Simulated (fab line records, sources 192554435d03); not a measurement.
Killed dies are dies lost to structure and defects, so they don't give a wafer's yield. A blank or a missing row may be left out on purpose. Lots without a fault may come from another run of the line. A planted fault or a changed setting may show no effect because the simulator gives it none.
Which tool did it? | flow n5_finfet | 12 lots, 36 wafers sampled, at 5 steps of a route of 1938

WHAT THE GAUGES READ, wafer by wafer
N5_BEOL_M6_OVL_MEAS_12.
lot  | measured     | on         | M6_OVL (nm)
L074 | day 9 12:06  | overlay-02 | -0.4 -1.0 -0.4
L079 | day 10 03:35 | overlay-02 | 1.0 1.1 0.7
L078 | day 10 16:58 | overlay-01 | -0.6 -0.5 0.1
L080 | day 11 10:56 | overlay-01 | -0.8 0.0 -0.1
L083 | day 11 15:35 | overlay-02 | 1.0 0.8 0.0
L084 | day 11 19:13 | overlay-01 | 0.2 0.1 -1.0
L087 | day 12 22:04 | overlay-02 | 0.7 -0.8 -1.0
L090 | day 13 03:15 | overlay-01 | -0.4 -1.3 -0.7
L091 | day 13 12:34 | overlay-01 | -1.2 -1.2 0.0
L093 | day 14 03:48 | overlay-02 | -0.7 -1.3 -0.5
L095 | day 14 05:56 | overlay-01 | -0.8 -0.2 0.4
L097 | day 16 15:37 | overlay-02 | -1.6 -1.6 -0.9

WHICH TOOL RAN EACH LOT (tool, then ch and the chambers of the sampled wafers, then the start)
lot  | N5_BEOL_M5_ALD_86                   | N5_BEOL_M5_SPUTTER_81        | N5_BEOL_M5_SPUTTER_83        | N5_BEOL_M5_ANNEAL_51
L074 | ald_metal-02 ch 0,1,3, day 9 04:06  | pvd_sputter-03, day 9 05:53  | pvd_sputter-03, day 9 06:59  | rtp_anneal-02 ch 0, day 9 10:07
L079 | ald_metal-02 ch 1,2,3, day 9 19:16  | pvd_sputter-03, day 9 21:26  | pvd_sputter-03, day 9 22:31  | rtp_anneal-01 ch 0, day 10 01:32
L078 | ald_metal-02 ch 2,3, day 10 06:49   | pvd_sputter-01, day 10 08:34 | pvd_sputter-01, day 10 09:39 | rtp_anneal-01 ch 0, day 10 12:04
L080 | ald_metal-04 ch 1,2, day 11 00:34   | pvd_sputter-02, day 11 03:38 | pvd_sputter-02, day 11 04:43 | rtp_anneal-01 ch 0, day 11 07:14
L083 | ald_metal-02 ch 0,1, day 11 08:05   | pvd_sputter-03, day 11 09:41 | pvd_sputter-03, day 11 10:46 | rtp_anneal-01 ch 0, day 11 13:09
L084 | ald_metal-03 ch 0,2, day 11 10:26   | pvd_sputter-01, day 11 12:19 | pvd_sputter-01, day 11 13:25 | rtp_anneal-01 ch 0, day 11 17:06
L087 | ald_metal-03 ch 1,2, day 12 12:42   | pvd_sputter-01, day 12 14:35 | pvd_sputter-01, day 12 15:40 | rtp_anneal-01 ch 0, day 12 18:14
L090 | ald_metal-03 ch 0,2,3, day 12 18:57 | pvd_sputter-02, day 12 20:41 | pvd_sputter-02, day 12 21:46 | rtp_anneal-02 ch 0, day 13 00:13
L091 | ald_metal-04 ch 0,2,3, day 13 03:40 | pvd_sputter-02, day 13 05:30 | pvd_sputter-02, day 13 06:35 | rtp_anneal-02 ch 0, day 13 09:05
L093 | ald_metal-02 ch 2,3, day 13 19:13   | pvd_sputter-03, day 13 21:01 | pvd_sputter-03, day 13 22:07 | rtp_anneal-02 ch 0, day 14 00:29
L095 | ald_metal-04 ch 0,2,3, day 13 19:41 | pvd_sputter-02, day 13 23:45 | pvd_sputter-02, day 14 00:50 | rtp_anneal-02 ch 0, day 14 03:16
L097 | ald_metal-02 ch 0,1,2, day 16 03:27 | pvd_sputter-02, day 16 05:27 | pvd_sputter-02, day 16 06:32 | rtp_anneal-01 ch 0, day 16 08:55
- N5_BEOL_M5_ALD_86: deposits TaN, pulse time 2 s, purge time 3 s, co reactant purge time 2 s.
- N5_BEOL_M5_SPUTTER_81: material Cu, target thk 15 nm, time 27.62 s.
- N5_BEOL_M5_SPUTTER_83: material Cu, target thk 15 nm, time 27.62 s.
- N5_BEOL_M5_ANNEAL_51: time 90 s.

THE ANSWER, worked out from the rows above alone
Rule: what is usual is taken from the lots themselves. Put in order of their means at a reading, lots are off if they are a third of the lots or fewer, leave a main group of 4 or more, and stand apart from it by a gap of 3 or more times the standard deviation of the main group's means; of several such gaps the widest counts. A main group whose means are all the same, to the digits that the tables above print for the reading, isn't used. A lot without any number at a reading at which 4 lots or more have one is off too. The other lots that the step has rows for count as sound.
No lot is off at any reading shown: from this, nothing can be told.

WHAT THE SIMULATOR HAD PUT IN
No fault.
